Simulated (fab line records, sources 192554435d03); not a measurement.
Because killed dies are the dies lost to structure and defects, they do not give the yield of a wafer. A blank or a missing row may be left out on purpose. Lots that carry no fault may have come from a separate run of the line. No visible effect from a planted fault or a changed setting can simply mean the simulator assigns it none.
Chamber matching | flow n5-finfet | 3 sister chambers for N5_BEOL_M8_ILD_DEP_00 on pecvd-01
The step deposits SiCOH lowk from DEMS/porogen, target thk 179.75 nm, time 33.4 s. 14 wafers are shown with their chamber, then 7 later ones without.

## EACH WAFER AND ITS CHAMBER
wafer  | chamber | throttle-valve-pct (%) | heater-power-w (W) | showerhead-plenum-p-Torr (Torr)
L077.2 | 1       | 14.6                   | 293                | 5.727
L077.5 | 1       | 14.4                   | 299                | 5.740
L077.6 | 0       | 15.0                   | 299                | 5.724
L080.3 | 1       | 14.3                   | 252                | 5.739
L080.5 | 0       | 15.2                   | 313                | 5.743
L080.6 | 2       | 13.4                   | 329                | 5.750
L082.1 | 2       | 13.2                   | 333                | 5.733
L082.4 | 2       | 13.4                   | 268                | 5.751
L082.5 | 1       | 14.6                   | 282                | 5.737
L085.1 | 0       | 15.3                   | 346                | 5.733
L085.5 | 1       | 14.4                   | 281                | 5.730
L085.6 | 0       | 15.3                   | 356                | 5.744
L087.1 | 1       | 14.5                   | 271                | 5.731
L087.3 | 0       | 15.2                   | 364                | 5.733

SIGNATURES (averages over the wafers above)
reading                  | chamber 0 | chamber 1 | chamber 2 | scatter within a chamber
throttle-valve-pct       | 15.200    | 14.467    | 13.333    | 0.121
heater-power-w           | 335.60    | 279.67    | 310.00    | 25.6
showerhead-plenum-p-Torr | 5.73540   | 5.73400   | 5.74467   | 0.00752
Rule: a wafer lies at a distance from a chamber equal to the root of the sum of squares, over the readings, of (its reading less the chamber's mean, divided by the reading's scatter). The wafer belongs to the nearest chamber; if the next one is less than 2 further off, it can't be placed. The scatter: take each reading less its chamber's mean, square it, sum over the shown wafers, divide by the number of wafers less the number of chambers, and take the root.

## WAFERS WITH NO CHAMBER GIVEN
wafer  | throttle-valve-pct (%) | heater-power-w (W) | showerhead-plenum-p-Torr (Torr)
L087.5 | 13.5                   | 269                | 5.749
L091.2 | 14.8                   | 287                | 5.728
L091.4 | 14.7                   | 282                | 5.732
L091.5 | 13.8                   | 307                | 5.744
L095.3 | 13.6                   | 327                | 5.758
L095.4 | 14.7                   | 250                | 5.734
L095.5 | 13.7                   | 328                | 5.754

## WHICH CHAMBER EACH WENT THROUGH
wafer  | from the rows above     | in truth
L087.5 | 2                       | 2
L091.2 | can't be placed: 1 or 0 | 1
L091.4 | 1                       | 1
L091.5 | can't be placed: 2 or 1 | 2
L095.3 | 2                       | 2
L095.4 | 1                       | 1
L095.5 | 2                       | 2
Placed correctly: 5 of 7. From these rows, 2 cannot be placed; in 2 the true chamber is one of the candidates. 0 placed wrongly.
